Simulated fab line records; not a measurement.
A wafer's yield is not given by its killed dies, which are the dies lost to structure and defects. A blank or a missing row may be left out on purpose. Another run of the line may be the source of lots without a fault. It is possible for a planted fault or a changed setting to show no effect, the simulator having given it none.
Matching of chambers | flow nand_harc | NHARC_A_CONTACT_ETCH_110 on rie_diel-03: 4 sister chambers
The step etches the open film in CF4/O2, target depth 60 nm, overetch 6 nm, time 33 s. 8 wafers are shown with their chamber, then 6 later ones without.

== WAFERS WITH THEIR CHAMBER ==
wafer  | chamber | rf_vpp_V (V) | oes_product_au (a.u.)
L977.3 | 3       | 199.9        | 0.995
L978.4 | 2       | 196.2        | 0.992
L983.1 | 2       | 196.2        | 0.999
L989.1 | 3       | 199.7        | 0.978
L989.6 | 1       | 197.1        | 1.022
L991.2 | 0       | 195.4        | 1.008
L991.5 | 0       | 195.9        | 1.006
L991.6 | 1       | 195.5        | 1.020

== WAFERS MISSING THEIR CHAMBER ==
wafer  | rf_vpp_V (V) | oes_product_au (a.u.)
L992.2 | 196.5        | 0.972
L992.3 | 194.8        | 1.016
L992.5 | 198.0        | 0.973
L997.1 | 195.3        | 0.966
L997.3 | 196.6        | 1.014
L997.4 | 196.3        | 0.969

== EACH ONE'S CHAMBER ==
wafer  | from the rows above          | in truth
L992.2 | can't be placed: 2 or 0      | 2
L992.3 | can't be placed: 0 or 1 or 2 | 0
L992.5 | can't be placed: 3 or 2      | 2
L997.1 | can't be placed: 2 or 0      | 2
L997.3 | can't be placed: 1 or 0 or 2 | 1
L997.4 | can't be placed: 2 or 0      | 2
Correct placement for 0 of the 6. Unplaceable from these rows: 6, with the true chamber sitting among the candidates in 6. Number placed wrongly: 0.
How it was worked out, from the rows above alone: a wafer's distance from a chamber is the root of the sum, over the readings, of the square of ((its reading less the chamber's mean) divided by the reading's scatter). The wafer belongs to the nearest chamber; if the next one is less than 2 further off, it can't be placed. Each chamber's mean is taken over the wafers shown for it. The scatter: the root of (the sum of the squares of (reading less its chamber's mean) over the shown wafers, divided by (wafers less chambers)).
